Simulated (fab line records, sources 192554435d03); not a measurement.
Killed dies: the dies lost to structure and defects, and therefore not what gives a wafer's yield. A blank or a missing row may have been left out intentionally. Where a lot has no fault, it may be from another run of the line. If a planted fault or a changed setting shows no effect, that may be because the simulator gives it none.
Matching of chambers    flow n5-finfet    N5_BEOL_M11_DESCUM_16 on rie-diel-04: 4 sister chambers
The step chemistry O2, time 7.9 s. 14 wafers are shown with their chamber, then 7 later ones without.

== WAFERS, EACH WITH ITS CHAMBER ==
wafer   chamber  throttle-valve-pct (%)  drypump-motor-current-A (A)  showerhead-plenum-p-Torr (Torr)
L078.1  3        19.91                   5.3                          2.07
L078.2  2        20.69                   6.2                          2.08
L078.4  1        20.46                   5.2                          2.13
L081.2  0        20.46                   5.2                          1.97
L081.4  1        20.47                   5.2                          2.13
L081.5  1        20.48                   5.3                          2.13
L088.1  3        19.92                   5.3                          2.07
L088.2  1        20.49                   5.3                          2.12
L088.4  0        20.48                   5.2                          1.97
L093.4  0        20.51                   5.2                          1.97
L093.5  1        20.51                   5.2                          2.12
L093.6  2        20.70                   6.2                          2.07
L090.2  2        20.71                   6.3                          2.07
L090.3  3        19.94                   5.3                          2.06

SIGNATURES (means of the wafers above)
reading                   chamber 0  chamber 1  chamber 2  chamber 3  scatter within a chamber
throttle-valve-pct        20.4833    20.4820    20.7000    19.9233    0.0185
drypump-motor-current-A   5.200      5.240      6.233      5.300      0.0432
showerhead-plenum-p-Torr  1.9700     2.1260     2.0733     2.0667     0.00503
Rule: distance of a wafer from a chamber = root of the sum over the readings of ((wafer's reading minus chamber's mean) / reading's scatter) squared. If the next closest chamber is less than 2 further off than the closest, the wafer can't be placed; otherwise it belongs to the closest. The scatter: the root of (the sum of the squares of (reading less its chamber's mean) over the shown wafers, divided by (wafers less chambers)).

== WAFERS WITH NO CHAMBER GIVEN ==
wafer   throttle-valve-pct (%)  drypump-motor-current-A (A)  showerhead-plenum-p-Torr (Torr)
L090.4  20.51                   5.2                          1.97
L095.1  20.50                   5.2                          2.12
L095.4  20.73                   6.2                          2.07
L095.5  19.95                   5.2                          2.06
L097.1  19.96                   5.3                          2.06
L097.3  20.52                   5.2                          1.96
L097.5  20.51                   5.3                          1.96

== CHAMBER TAKEN BY EACH ==
wafer   from the rows above  in truth
L090.4  0                    0
L095.1  1                    1
L095.4  2                    2
L095.5  3                    3
L097.1  3                    3
L097.3  0                    0
L097.5  0                    0
Correctly placed: 7 of 7. Can't be placed from these rows: 0. 0 placed wrongly.
